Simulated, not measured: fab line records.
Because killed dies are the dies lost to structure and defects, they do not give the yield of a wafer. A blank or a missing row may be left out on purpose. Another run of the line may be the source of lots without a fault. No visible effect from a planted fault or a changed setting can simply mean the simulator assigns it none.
Chamber matching	flow n5Finfet	4 sister chambers for N5_BEOL_M8_DESCUM_33 on rieDiel-03
The step chemistry O2, time 7 s. 18 wafers are shown with their chamber, then 9 later ones without.

== WAFERS, EACH WITH ITS CHAMBER ==
wafer	chamber	drypumpMotorCurrentA (A)	showerheadPlenumPTorr (Torr)	throttleValvePct (%)
L080.4	2	6.0	2.15	20.96
L080.5	3	5.5	2.04	20.41
L080.6	2	6.0	2.15	20.98
L081.3	1	6.6	2.03	20.06
L081.4	0	5.3	2.08	20.53
L081.5	1	6.6	2.02	20.07
L082.1	1	6.6	2.03	20.05
L082.2	2	5.9	2.14	20.98
L082.6	1	6.6	2.03	20.07
L085.1	0	5.4	2.08	20.58
L085.5	1	6.6	2.02	20.07
L085.6	2	6.0	2.14	20.65
L087.1	3	5.5	2.03	20.42
L087.5	2	6.0	2.14	20.66
L087.6	3	5.5	2.03	20.41
L086.1	0	5.3	2.08	20.56
L086.2	1	6.6	2.02	20.10
L086.4	2	6.0	2.14	20.65

SIGNATURES (means of the wafers above)
reading	chamber 0	chamber 1	chamber 2	chamber 3	scatter within a chamber
drypumpMotorCurrentA	5.333	6.600	5.983	5.500	0.0327
showerheadPlenumPTorr	2.0800	2.0250	2.1433	2.0333	0.005
throttleValvePct	20.5567	20.0700	20.8133	20.4133	0.106
Rule: a wafer's distance from a chamber is the root of the sum, over the readings, of the square of ((its reading less the chamber's mean) divided by the reading's scatter). The wafer belongs to the nearest chamber; if the next one is less than 2 further off, it can't be placed. The scatter: take each reading less its chamber's mean, square it, sum over the shown wafers, divide by the number of wafers less the number of chambers, and take the root.

== WAFERS WHOSE CHAMBER IS MISSING ==
wafer	drypumpMotorCurrentA (A)	showerheadPlenumPTorr (Torr)	throttleValvePct (%)
L090.3	6.6	2.02	20.11
L090.5	6.6	2.02	20.09
L090.6	5.9	2.14	20.69
L092.2	6.0	2.14	20.68
L092.4	6.6	2.02	20.11
L092.6	5.4	2.07	20.57
L093.1	5.9	2.13	20.68
L093.4	5.5	2.02	20.45
L093.6	6.6	2.02	20.10

== WHICH CHAMBER EACH ONE RAN IN ==
wafer	from the rows above	in truth
L090.3	1	1
L090.5	1	1
L090.6	2	2
L092.2	2	2
L092.4	1	1
L092.6	0	0
L093.1	2	2
L093.4	3	3
L093.6	1	1
9 of 9 placed correctly. Not placeable from these rows: 0. Wrongly placed: 0.
